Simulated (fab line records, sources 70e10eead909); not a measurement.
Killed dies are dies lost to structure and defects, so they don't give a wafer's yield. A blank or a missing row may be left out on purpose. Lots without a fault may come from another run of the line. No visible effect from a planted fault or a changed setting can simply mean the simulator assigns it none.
fab line records	flow nand-harc	part 1 of 2: steps 1 to 4 of 6
[record] lots = 23	wafers = 69	last-day = 33
route steps=1302 shown A_STAIRCASE@677
lots that met no fault: taken from a fault-free run of the same line
start-h: hours from the record's opening day to when the first of the lot's shown wafers began	wait-h: hours elapsed since this lot's preceding step	" unchanged from the row above	L1.1+2: a single row standing in for several wafers	- no value, or no start was given	* or withheld: withheld	< > ~ a bound
route shown NAME@n: NAME is a module with steps in the file, n the number in the route of the first one	usual: mean/standard deviation of fault-free wafers	same: alike in all rows	chamber/n: place in a boat	sites: readings site by site	_std_site: standard deviation of those values	_edge_site: outer sites' mean less inner sites'	radius-mm: how far each site lies from the wafer's centre	mask NAME#n: copy n	behind: the tool/chamber that last shaped the wafer	hold: the reason the lot was held/the length of the hold in hours/how it ended	device: the n, p or np transistor that did not switch	end of line: the tests these same wafers got at the end of their route	for a step that has no rows: nothing shown but its recipe	killed: not the wafer's yield, but the dies lost to structure and defects at the first sort	map: the dies of a wafer, with x for killed, . for not killed, _ for no die there
set.NAME: the setting the step ran with; set.NAME@STEP: the setting that earlier step ran with	model.NAME: the simulator's own value behind a step, which no gauge read
a sample of lots followed through the steps of the route, with each step as a table and each wafer as a row
services: a tool's chamber out of use, with start hour (start-h, from the record's first day; less than 0 if before it), hours out, and reason
[[steps]]
[step NHARC_A_STAIRCASE_TRIM_20]
[recipe] time-s = 211.2	o2-flow-sccm = 500	ar-flow-sccm = 0	bias-w = 0	chemistry = O2
[usual] drypump-motor-current-A = 5.9/0.43	oes-product-au = 1.004/0.01	rf-vpp-V = 57.7/0.89	showerhead-plenum-p-Torr = 3.50/0.13	throttle-valve-pct = 17.037/0.0087
[same] time-s = 211.2
lot.wafer	tool	chamber	start-h	wait-h	drypump-motor-current-A	oes-product-au	rf-hours-counter-h	rf-vpp-V	showerhead-plenum-p-Torr	throttle-valve-pct
L075.2	rie-diel-07	2	351.24	0.1	5.9	1.005	14	58.4	3.44	17.031
L075.3	"	0	"	"	5.8	1.004	12	57.6	3.43	17.043
L075.5	"	2	"	"	5.9	1.014	-	58.5	3.44	17.026
L074.1	rie-diel-07	2	362.63	0.1	5.9	1.011	19	57.3	3.44	17.033
L074.6	"	2	"	"	5.9	1.010	-	57.6	3.44	17.037
L074.5	"	3	"	"	5.6	1.003	-	57.0	3.29	17.047
L077.4	rie-diel-07	1	370.80	0.1	6.6	1.003	11	58.4	3.67	17.032
L077.1	"	2	"	"	5.9	1.006	21	57.6	3.44	17.050
L077.3	"	3	"	"	5.7	1.006	21	57.6	3.28	17.028
L076.4	rie-diel-07	2	371.13	0.1	5.9	1.002	21	57.4	3.44	17.035
L076.2	"	3	"	"	5.7	0.995	21	57.1	3.28	17.039
L076.6	"	2	"	"	5.9	1.006	-	57.4	3.44	17.034
L078.1	rie-diel-07	2	397.06	0.1	5.9	1.009	27	57.9	3.44	17.041
L078.2	"	3	"	"	5.7	1.001	26	56.7	3.28	17.061
L078.5	"	0	"	"	5.8	1.006	-	59.1	3.43	17.050
L080.2	rie-diel-13	0	422.56	0.1	5.4	0.990	24	58.9	3.59	17.026
L080.3	"	1	"	"	5.4	0.995	22	57.3	3.73	17.031
L080.5	"	3	"	"	6.3	1.015	-	57.3	3.58	17.035
L079.2	rie-diel-03	2	422.86	0.1	6.2	1.007	48	57.7	3.48	17.024
L079.1	"	0	"	"	6.4	0.996	49	54.5	3.31	17.043
L079.5	"	2	"	"	6.2	1.012	-	58.0	3.47	17.037
L082.2	rie-diel-07	3	422.86	0.1	5.7	1.003	35	57.2	3.28	17.047
L082.1	"	1	"	"	6.6	1.007	23	57.4	3.67	17.039
L082.5	"	0	"	"	5.8	1.001	-	55.7	3.42	17.027
L081.4	rie-diel-13	3	430.61	0.1	6.3	0.998	25	59.4	3.58	17.042
L081.2	"	2	"	"	5.8	0.997	21	58.5	3.48	17.036
L081.6	"	0	"	"	5.4	0.990	-	56.5	3.59	17.032
L085.4	rie-diel-07	1	453.98	0.1	6.6	1.006	37	57.5	3.66	17.033
L085.2	"	2	"	"	5.9	1.015	46	58.3	3.43	17.044
L085.6	"	1	"	"	6.6	1.005	-	57.3	3.66	17.018
L083.2	rie-diel-03	2	454.79	0.1	6.2	1.020	63	59.2	3.47	17.035
L083.4	"	3	"	"	6.0	1.000	-	57.6	3.53	17.050
L083.6	"	2	"	"	6.2	1.010	-	58.5	3.47	17.038
L084.3	rie-diel-03	2	457.94	0.1	6.2	1.025	65	58.1	3.47	17.032
L084.5	"	1	"	"	5.1	0.998	-	60.1	3.49	17.030
L084.4	"	2	"	"	6.2	1.017	-	56.9	3.47	17.047
L086.3	rie-diel-07	3	484.46	0.1	5.7	1.007	1	57.6	3.81	17.021
L086.6	"	0	"	"	5.8	1.012	-	57.7	3.41	17.038
L086.5	"	1	"	"	6.6	1.004	-	57.8	3.65	17.036
L087.2	rie-diel-03	3	500.08	0.1	6.0	1.010	12	58.0	3.52	17.019
L087.3	"	0	"	"	6.4	1.010	12	57.3	3.30	17.035
L087.4	"	1	"	"	5.1	1.008	10	56.0	3.48	17.039
L089.3	rie-diel-07	0	511.88	0.1	5.8	1.017	11	57.8	3.41	17.022
L089.4	"	2	"	"	5.9	1.020	5	57.7	3.42	17.026
L089.5	"	3	"	"	5.7	1.015	-	59.4	3.80	17.043
L090.4	rie-diel-03	1	512.12	0.1	5.1	0.998	14	56.9	3.48	17.047
L090.2	"	2	"	"	6.2	1.017	13	56.9	3.46	17.031
L090.3	"	3	"	"	6.0	1.003	16	59.2	3.52	17.029
L091.2	rie-diel-13	3	535.22	0.1	6.4	1.005	5	57.9	3.56	17.050
L091.4	"	0	"	"	5.4	0.975	3	58.5	3.58	17.048
L091.6	"	3	"	"	6.4	0.996	-	57.1	3.56	17.030
L093.2	rie-diel-13	3	539.87	0.1	6.4	1.006	7	58.4	3.56	17.042
L093.4	"	0	"	"	5.4	0.993	5	59.2	3.57	17.041
L093.1	"	1	"	"	5.4	0.991	5	58.2	3.71	17.043
L092.1	rie-diel-07	1	540.16	0.1	6.5	1.004	18	57.0	3.64	17.034
L092.3	"	3	"	"	5.7	1.016	20	57.7	3.80	17.030
L092.6	"	2	"	"	5.9	1.012	-	57.0	3.41	17.033
L094.1	rie-diel-13	3	560.41	0.1	6.4	0.985	12	56.5	3.56	17.058
L094.2	"	0	"	"	5.4	0.973	10	57.7	3.57	17.043
L094.6	"	0	"	"	5.4	0.973	-	58.8	3.57	17.033
L095.4	rie-diel-07	3	560.84	0.1	5.7	1.016	24	58.6	3.79	17.031
L095.3	"	0	"	"	5.8	1.027	24	57.7	3.40	17.031
L095.6	"	3	"	"	5.7	1.017	-	57.8	3.79	17.026
L096.4	rie-diel-03	1	585.24	0.1	5.1	0.994	45	59.1	3.46	17.036
L096.3	"	2	"	"	6.2	1.014	41	58.0	3.44	17.043
L096.5	"	1	"	"	5.1	0.994	-	57.2	3.46	17.046
L097.3	rie-diel-03	2	594.06	0.1	6.2	1.012	43	57.7	3.44	17.023
L097.4	"	0	"	"	6.4	1.015	47	58.3	3.29	17.022
L097.5	"	2	"	"	6.2	1.001	-	56.8	3.44	17.034
[step NHARC_A_STAIRCASE_STRIP_175]
[recipe] power-w = 1500	temp-c = 250	chemistry = O2
[usual] drypump-motor-current-A = 6.0/0.44	heater-power-w = 341/24
lot.wafer	tool	chamber	start-h	wait-h	drypump-motor-current-A	heater-power-w	rf-hours-counter-h
L075.2	plasma-asher-01	0	352.98	0.1	5.7	322	1
L075.3	"	0	"	"	5.7	335	-
L075.5	"	1	"	"	5.7	382	-
L074.1	plasma-asher-02	0	363.79	0.1	6.7	320	23
L074.6	"	1	"	"	5.9	336	-
L074.5	"	0	"	"	6.7	329	-
L077.1	plasma-asher-02	0	372.02	0.1	6.7	324	26
L077.3	"	1	"	"	5.9	341	-
L077.4	"	0	"	"	6.7	320	-
L076.2	plasma-asher-01	0	372.28	0.1	5.6	332	6
L076.4	"	1	"	"	5.7	373	-
L076.6	"	1	"	"	5.7	380	-
L078.1	plasma-asher-02	1	398.08	0.1	5.9	338	30
L078.2	"	0	"	"	6.7	329	30
L078.5	"	0	"	"	6.7	321	-
L080.2	plasma-asher-01	0	423.67	0.1	5.7	331	13
L080.3	"	0	"	"	5.7	332	-
L080.5	"	1	"	"	5.6	377	-
L082.1	plasma-asher-01	0	423.92	0.1	5.7	342	14
L082.2	"	1	"	"	5.7	382	14
L082.5	"	1	"	"	5.7	383	-
L079.1	plasma-asher-02	1	424.17	0.2	5.9	342	35
L079.2	"	0	"	"	6.7	319	35
L079.5	"	1	"	"	5.9	335	-
L081.2	plasma-asher-01	0	431.82	0.2	5.6	338	17
L081.4	"	0	"	"	5.7	329	-
L081.6	"	1	"	"	5.7	386	-
L085.2	plasma-asher-02	1	455.06	0.1	5.9	348	4
L085.4	"	1	"	"	5.9	353	-
L085.6	"	0	"	"	6.7	311	-
L083.2	plasma-asher-02	1	456.39	0.1	5.9	344	4
L083.4	"	0	"	"	6.7	308	-
L083.6	"	0	"	"	6.7	310	-
L084.3	plasma-asher-02	1	459.58	0.2	5.9	353	-
L084.4	"	0	"	"	6.7	309	-
L084.5	"	1	"	"	5.9	343	-
L086.3	plasma-asher-01	1	485.59	0.2	5.7	379	-
L086.5	"	0	"	"	5.7	324	-
L086.6	"	1	"	"	5.6	384	-
L087.2	plasma-asher-01	1	501.28	0.1	5.7	378	31
L087.3	"	1	"	"	5.7	388	-
L087.4	"	0	"	"	5.6	322	-
L089.3	plasma-asher-01	0	513.02	0.2	5.7	327	-
L089.4	"	1	"	"	5.7	384	-
L089.5	"	0	"	"	5.7	327	-
L090.2	plasma-asher-02	0	513.23	0.1	6.7	308	17
L090.4	"	1	"	"	5.9	338	-
L090.3	"	0	"	"	6.7	311	-
L091.2	plasma-asher-02	0	536.30	0.1	6.7	310	22
L091.4	"	1	"	"	5.9	340	-
L091.6	"	0	"	"	6.7	307	-
L093.2	plasma-asher-01	0	540.94	0.1	5.7	325	3
L093.1	"	1	"	"	5.7	366	3
L093.4	"	1	"	"	5.7	365	-
L092.1	plasma-asher-02	1	541.38	0.1	5.9	352	23
L092.3	"	0	"	"	6.7	306	-
L092.6	"	1	"	"	5.9	360	-
L094.1	plasma-asher-02	1	561.47	0.1	5.9	360	27
L094.2	"	0	"	"	6.7	310	27
L094.6	"	1	"	"	5.9	350	-
L095.4	plasma-asher-01	1	561.98	0.2	5.7	369	-
L095.3	"	0	"	"	5.6	323	-
L095.6	"	0	"	"	5.7	326	-
L096.4	plasma-asher-02	1	586.40	0.2	5.9	347	-
L096.3	"	0	"	"	6.7	320	-
L096.5	"	1	"	"	5.9	357	-
L097.4	plasma-asher-02	0	595.20	0.2	6.7	316	-
L097.3	"	1	"	"	5.9	349	-
L097.5	"	1	"	"	5.9	347	-
[step NHARC_A_STAIRCASE_TRIM_193]
[recipe] time-s = 211.2	o2-flow-sccm = 500	ar-flow-sccm = 0	bias-w = 0	chemistry = O2
[usual] drypump-motor-current-A = 5.9/0.44	oes-product-au = 1.002/0.011	rf-vpp-V = 57.8/0.91	showerhead-plenum-p-Torr = 3.51/0.13	throttle-valve-pct = 17.037/0.0099
[same] time-s = 211.2
lot.wafer	tool	chamber	start-h	wait-h	drypump-motor-current-A	oes-product-au	rf-hours-counter-h	rf-vpp-V	showerhead-plenum-p-Torr	throttle-valve-pct
L075.3	rie-diel-07	2	-	-	5.9	1.013	15	56.7	3.44	17.031
L075.2	"	3	"	"	5.7	0.997	15	59.0	3.29	17.041
L075.5	"	0	"	"	5.8	1.004	-	57.6	3.43	17.037
L074.1	rie-diel-03	2	-	-	6.3	1.006	32	57.1	3.48	17.027
L074.5	"	0	"	"	6.4	0.996	-	56.1	3.32	17.032
L074.6	"	1	"	"	5.1	0.989	-	59.1	3.50	17.046
L077.1	rie-diel-07	0	-	-	5.8	0.994	18	57.7	3.43	17.025
L077.3	"	2	"	"	5.9	1.011	22	56.9	3.44	17.050
L077.4	"	3	"	"	5.7	1.003	22	58.2	3.28	17.031
L076.4	rie-diel-13	3	-	-	6.4	1.006	10	58.7	3.59	17.030
L076.2	"	1	"	"	5.4	0.993	8	58.1	3.74	17.047
L076.6	"	3	"	"	6.4	1.013	-	57.8	3.59	17.048
L078.2	rie-diel-03	0	-	-	6.4	1.000	43	57.4	3.32	17.032
L078.1	"	2	"	"	6.3	1.007	41	56.8	3.48	17.031
L078.5	"	0	"	"	6.4	0.999	-	57.2	3.32	17.030
L080.2	rie-diel-07	1	-	-	6.6	0.998	23	56.8	3.66	17.050
L080.3	"	2	"	"	5.9	1.015	36	58.5	3.43	17.051
L080.5	"	0	"	"	5.8	0.997	-	57.1	3.42	17.051
L082.1	rie-diel-03	0	-	-	6.5	0.983	51	57.8	3.31	17.034
L082.2	"	2	"	"	6.2	1.008	50	58.7	3.47	17.033
L082.5	"	3	"	"	6.0	0.990	-	58.9	3.54	17.046
L079.1	rie-diel-13	2	-	-	5.7	0.999	20	57.5	3.48	17.031
L079.2	"	3	"	"	6.4	0.995	24	57.3	3.58	17.037
L079.5	"	1	"	"	5.4	0.991	-	58.7	3.73	17.045
L081.2	rie-diel-07	1	-	-	6.6	1.011	26	58.6	3.66	17.043
L081.4	"	3	"	"	5.7	1.002	38	57.2	3.27	17.046
L081.6	"	1	"	"	6.6	1.001	-	58.1	3.66	17.024
L085.2	rie-diel-03	3	-	-	6.0	1.013	58	59.3	3.53	17.034
L085.6	"	3	"	"	6.0	1.008	-	57.8	3.53	17.036
L085.4	"	2	"	"	6.3	1.015	-	56.8	3.47	17.041
L083.4	rie-diel-07	1	-	-	6.6	1.002	39	58.6	3.66	17.033
L083.2	"	2	"	"	5.9	1.020	47	58.5	3.43	17.029
L083.6	"	3	"	"	5.7	1.000	-	58.2	3.27	17.043
L084.4	rie-diel-13	3	-	-	6.4	1.016	35	57.2	3.58	17.041
L084.3	"	1	"	"	5.4	0.990	36	58.8	3.73	17.067
L084.5	"	2	"	"	5.7	0.998	-	56.8	3.47	17.038
L086.3	rie-diel-03	2	-	-	6.2	1.017	4	57.4	3.46	17.048
L086.6	"	3	"	"	6.0	1.003	-	56.6	3.53	17.032
L086.5	"	0	"	"	6.4	1.021	-	56.2	3.31	17.044
L087.3	rie-diel-03	2	-	-	6.2	1.010	10	57.6	3.46	17.037
L087.4	"	3	"	"	6.0	1.011	13	58.5	3.52	17.045
L087.2	"	0	"	"	6.4	1.021	14	56.7	3.30	17.042
L090.3	rie-diel-03	0	-	-	6.4	1.004	17	57.4	3.30	17.030
L090.4	"	2	"	"	6.2	1.009	14	58.1	3.46	17.028
L090.2	"	3	"	"	6.0	1.002	17	57.2	3.52	17.035
L089.4	rie-diel-13	0	-	-	5.4	0.990	48	57.7	3.58	17.033
L089.3	"	1	"	"	5.4	0.989	51	57.3	3.72	17.035
L089.5	"	3	"	"	6.3	1.005	-	56.4	3.57	17.020
L091.4	rie-diel-07	2	-	-	5.9	1.008	14	58.0	3.41	17.040
L091.2	"	3	"	"	5.7	1.009	20	57.2	3.80	17.025
L091.6	"	1	"	"	6.6	1.007	-	59.2	3.64	17.022
L093.2	rie-diel-13	3	-	-	6.4	1.005	7	57.7	3.56	17.031
L093.4	"	0	"	"	5.4	0.987	6	58.1	3.57	17.042
L093.1	"	1	"	"	5.4	0.984	6	56.9	3.71	17.030
L092.3	rie-diel-13	0	-	-	5.4	0.975	6	56.6	3.57	17.041
L092.1	"	1	"	"	5.4	0.996	6	57.7	3.71	17.030
L092.6	"	0	"	"	5.4	0.995	-	58.0	3.57	17.033
L094.1	rie-diel-07	0	-	-	5.8	1.023	25	57.2	3.40	17.044
L094.2	"	1	"	"	6.6	1.019	24	57.8	3.64	17.041
L094.6	"	2	"	"	5.9	1.035	-	57.6	3.41	17.042
L095.3	rie-diel-13	2	-	-	5.7	1.001	14	57.6	3.45	17.036
L095.4	"	0	"	"	5.4	0.977	12	57.4	3.57	17.047
L095.6	"	3	"	"	6.4	0.997	-	57.2	3.56	17.040
L096.4	rie-diel-13	3	-	-	6.4	0.995	21	57.2	3.55	17.063
L096.3	"	0	"	"	5.4	0.977	21	56.7	3.57	17.038
L096.5	"	1	"	"	5.4	0.986	-	57.7	3.71	17.036
L097.4	rie-diel-13	0	-	-	5.4	0.980	22	58.7	3.56	17.043
L097.3	"	1	"	"	5.3	0.971	22	59.5	3.70	17.047
L097.5	"	2	"	"	5.8	1.007	-	56.4	3.45	17.021
[step NHARC_A_STAIRCASE_DESCUM_219]
[recipe] time-s = 3	o2-flow-sccm = 200	ar-flow-sccm = 0	bias-power-w = 0	chemistry = O2
[usual] drypump-motor-current-A = 5.8/0.43	oes-product-au = 1.004/0.011	rf-vpp-V = 57.7/0.88	showerhead-plenum-p-Torr = 1.90/0.08	throttle-valve-pct = 11.312/0.0086
[same] time-s = 3
lot.wafer	tool	chamber	start-h	wait-h	drypump-motor-current-A	oes-product-au	rf-hours-counter-h	rf-vpp-V	showerhead-plenum-p-Torr	throttle-valve-pct
L075.3	rie-diel-03	2	358.55	-	6.2	1.016	27	58.7	1.89	11.315
L075.2	"	3	"	"	6.0	1.008	22	58.5	1.93	11.325
L075.5	"	0	"	"	6.4	0.994	-	57.4	1.79	11.307
L074.1	rie-diel-13	1	369.00	-	5.4	1.003	6	57.5	2.04	11.304
L074.5	"	3	"	"	6.4	1.013	-	56.6	1.95	11.308
L074.6	"	0	"	"	5.4	0.997	-	57.3	1.95	11.321
L077.3	rie-diel-07	0	377.16	-	5.8	0.999	19	57.0	1.86	11.316
L077.1	"	2	"	"	5.9	1.015	23	56.3	1.86	11.324
L077.4	"	3	"	"	5.7	0.997	22	57.2	1.77	11.314
L076.4	rie-diel-13	1	377.96	-	5.4	0.999	9	58.3	2.04	11.306
L076.2	"	3	"	"	6.3	1.000	11	56.3	1.95	11.311
L076.6	"	0	"	"	5.4	0.990	-	58.6	1.95	11.314
L078.1	rie-diel-13	2	403.49	-	5.7	0.991	14	58.4	1.89	11.329
L078.2	"	0	"	"	5.4	0.997	19	59.5	1.95	11.320
L078.5	"	1	"	"	5.3	0.986	-	57.2	2.04	11.318
L080.3	rie-diel-03	2	428.93	-	6.2	0.996	50	58.1	1.88	11.327
L080.2	"	0	"	"	6.4	1.009	51	56.7	1.79	11.297
L080.5	"	2	"	"	6.3	1.004	-	57.1	1.88	11.322
L082.2	rie-diel-07	3	429.23	-	5.6	1.000	37	56.4	1.77	11.311
L082.1	"	0	"	"	5.8	1.003	31	57.8	1.85	11.318
L082.5	"	2	"	"	5.9	1.004	-	56.3	1.86	11.305
L079.1	rie-diel-07	2	430.09	-	5.9	1.010	36	57.6	1.86	11.305
L079.2	"	0	"	"	5.8	0.996	31	57.1	1.85	11.329
L079.5	"	1	"	"	6.6	0.991	-	58.5	1.99	11.305
L081.2	rie-diel-13	0	436.97	-	5.4	0.992	27	58.2	1.95	11.307
L081.4	"	1	"	"	5.3	0.989	25	58.7	2.03	11.303
L081.6	"	0	"	"	5.3	0.995	-	58.2	1.95	11.326
L085.2	rie-diel-07	3	460.79	-	5.6	1.000	49	56.9	1.76	11.315
L085.4	"	0	"	"	5.8	1.005	47	57.4	1.85	11.321
L085.6	"	3	"	"	5.7	1.000	-	57.9	1.76	11.321
L083.4	rie-diel-07	1	461.54	-	6.6	1.009	40	57.0	1.99	11.318
L083.2	"	3	"	"	5.7	1.008	49	56.3	1.76	11.309
L083.6	"	1	"	"	6.6	1.012	-	58.5	1.99	11.312
L084.3	rie-diel-07	0	464.99	-	5.8	1.006	48	57.5	1.85	11.312
L084.4	"	1	"	"	6.6	1.000	41	59.5	1.99	11.309
L084.5	"	3	"	"	5.6	1.000	-	59.1	1.76	11.314
L086.3	rie-diel-03	2	490.61	-	6.2	1.010	4	58.2	1.88	11.327
L086.5	"	3	"	"	6.0	1.006	-	58.6	1.91	11.326
L086.6	"	2	"	"	6.2	1.018	-	57.2	1.88	11.297
L087.3	rie-diel-03	1	506.29	-	5.1	1.004	12	59.0	1.88	11.325
L087.4	"	2	"	"	6.2	1.013	11	57.2	1.87	11.324
L087.2	"	3	"	"	6.0	0.996	14	57.4	1.91	11.307
L090.3	rie-diel-07	3	518.77	-	5.7	1.026	12	58.4	2.07	11.298
L090.2	"	2	"	"	5.9	1.018	6	58.3	1.85	11.306
L090.4	"	2	"	"	5.9	1.018	-	57.6	1.85	11.302
L089.3	rie-diel-13	2	518.93	-	5.7	1.010	49	55.7	1.87	11.310
L089.4	"	3	"	"	6.4	0.998	50	57.9	1.94	11.311
L089.5	"	2	"	"	5.7	1.001	-	58.6	1.87	11.324
L091.2	rie-diel-03	3	541.46	-	6.0	1.011	29	57.6	1.91	11.299
L091.4	"	1	"	"	5.1	1.000	28	57.0	1.88	11.300
L091.6	"	3	"	"	6.0	1.004	-	58.5	1.91	11.312
L093.2	rie-diel-07	2	546.08	-	5.9	1.011	16	57.6	1.85	11.299
L093.4	"	3	"	"	5.7	1.005	21	58.4	2.07	11.300
L093.1	"	1	"	"	6.6	0.998	20	57.2	1.98	11.316
L092.1	rie-diel-13	1	546.62	-	5.3	0.978	6	57.3	2.02	11.309
L092.3	"	0	"	"	5.4	0.975	7	58.3	1.94	11.295
L092.6	"	1	"	"	5.4	0.978	-	57.8	2.02	11.302
L094.2	rie-diel-13	3	566.44	-	6.3	0.994	13	55.8	1.93	11.312
L094.1	"	0	"	"	5.4	0.976	12	58.9	1.94	11.298
L094.6	"	2	"	"	5.7	1.006	-	55.7	1.87	11.303
L095.3	rie-diel-07	1	567.11	-	6.6	1.011	25	59.0	1.98	11.318
L095.4	"	2	"	"	5.9	1.015	21	56.7	1.84	11.303
L095.6	"	2	"	"	5.9	1.026	-	58.2	1.84	11.311
L096.4	rie-diel-07	2	592.02	-	5.9	1.011	31	59.4	1.84	11.321
L096.3	"	0	"	"	5.8	1.016	32	57.3	1.84	11.316
L096.5	"	1	"	"	6.6	0.999	-	59.7	1.98	11.315
L097.3	rie-diel-03	3	600.32	-	6.0	1.019	41	57.7	1.90	11.303
L097.4	"	0	"	"	6.4	1.013	48	58.7	1.77	11.306
L097.5	"	2	"	"	6.2	1.018	-	57.1	1.86	11.313
